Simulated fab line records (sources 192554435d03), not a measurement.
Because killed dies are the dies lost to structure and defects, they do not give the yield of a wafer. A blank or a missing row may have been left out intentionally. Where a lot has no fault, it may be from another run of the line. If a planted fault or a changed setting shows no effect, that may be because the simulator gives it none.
2 desks, one fault | flow n5-finfet | only its own numbers are on each desk; what lay behind them is given at the end

## DESK OF THE TOOL OWNER: rie-diel-06
The tool's own readings at N5_BEOL_M13_TRENCH_ETCH_34 (etches SiOC in C4F8/O2/Ar, target depth 413.47 nm, time 162.6 s): means of the sampled wafers that have a number, for each lot that ran on this tool. Marked OUT: a lot whose mean sits more than 4 standard deviations from the usual mean, which makes it out of limits; the brackets give that distance.
Columns: A = O2_flow_sccm at N5_BEOL_M13_TRENCH_ETCH_34, usual 8.002 sccm; B = drypump-motor-current-A at N5_BEOL_M13_TRENCH_ETCH_34, usual 5.5 A; C = he-outer-torr at N5_BEOL_M13_TRENCH_ETCH_34, usual 30.00 Torr; D = oes-product-au at N5_BEOL_M13_TRENCH_ETCH_34, usual 0.82 a.u.; E = rf-vpp-V at N5_BEOL_M13_TRENCH_ETCH_34, usual 664 V; F = showerhead-plenum-p-Torr at N5_BEOL_M13_TRENCH_ETCH_34, usual 3.39 Torr; G = throttle-valve-pct at N5_BEOL_M13_TRENCH_ETCH_34, usual 24.14 %
lot  | first seen here | A     | B   | C     | D    | E   | F    | G
L626 | day 14 02:05    | 7.986 | 5.0 | 29.95 | 0.78 | 663 | 3.31 | 24.18
L627 | day 15 04:11    | 7.988 | 5.3 | 30.05 | 0.73 | 661 | 3.28 | 24.28
L639 | day 18 03:44    | 7.983 | 5.0 | 29.98 | 0.83 | 664 | 3.37 | 24.00
L636 | day 18 06:20    | 8.010 | 5.1 | 30.00 | 0.75 | 662 | 3.29 | 24.22
L642 | day 18 17:49    | 7.995 | 5.2 | 29.98 | 0.82 | 665 | 3.43 | 24.00
Result from this desk: across the 5 lots, nothing is out of limits.

## METROLOGY DESK
What the gauges read, lot by lot, whatever tool the lot ran on: means of the sampled wafers that have a number. Marked OUT: a lot whose mean sits more than 4 standard deviations from the usual mean, which makes it out of limits; the brackets give that distance. Shown here are 7 of its 30 readings, the ones lying furthest out on some lot.
Columns: A = trench-depth-nm at N5_BEOL_M13_OCD_MEAS_35, usual 413 nm; B = M13_THK at N5_BEOL_M13_THK_MEAS_50, usual 427 nm; C = M13_RS at N5_BEOL_M13_RS_MEAS_54, usual 0.0449 ohm/sq; D = COMB_M5 at N5_BEOL_M15_RC_MEAS_101, usual 3.7e-11 S/m; E = COMB_M7 at N5_BEOL_M15_RC_MEAS_101, usual 2.6e-11 S/m; F = SERP_M13 at N5_BEOL_M15_RC_MEAS_101, usual 0.310 ohm/um; G = SERP_M13_max_site at N5_BEOL_M15_RC_MEAS_101, usual 0.313 ohm/um
lot  | first seen here | A   | B   | C      | D       | E       | F     | G
L626 | day 14 02:15    | 408 | 425 | 0.0456 | 2.4e-11 | 2.4e-11 | 0.311 | 0.312
L627 | day 15 04:21    | 389 | 409 | 0.0478 | 4.1e-11 | 3.1e-11 | 0.331 | 0.336
L639 | day 18 03:55    | 413 | 424 | 0.0451 | 3.7e-11 | 2.9e-11 | 0.307 | 0.311
L636 | day 18 06:30    | 410 | 420 | 0.0452 | 4.2e-11 | 2.3e-11 | 0.313 | 0.317
L641 | day 18 14:04    | 407 | 425 | 0.0457 | 4.6e-11 | 3.8e-11 | 0.315 | 0.317
L642 | day 18 17:59    | 413 | 421 | 0.0450 | 3.3e-11 | 3.0e-11 | 0.314 | 0.319
Result from this desk: across the 6 lots, nothing is out of limits.

## BROUGHT TOGETHER
Nothing out of limits was seen by the tool owner's desk.
At the metrology desk, nothing out of limits was observed.

## WHAT HAD BEEN PUT IN BY THE SIMULATOR
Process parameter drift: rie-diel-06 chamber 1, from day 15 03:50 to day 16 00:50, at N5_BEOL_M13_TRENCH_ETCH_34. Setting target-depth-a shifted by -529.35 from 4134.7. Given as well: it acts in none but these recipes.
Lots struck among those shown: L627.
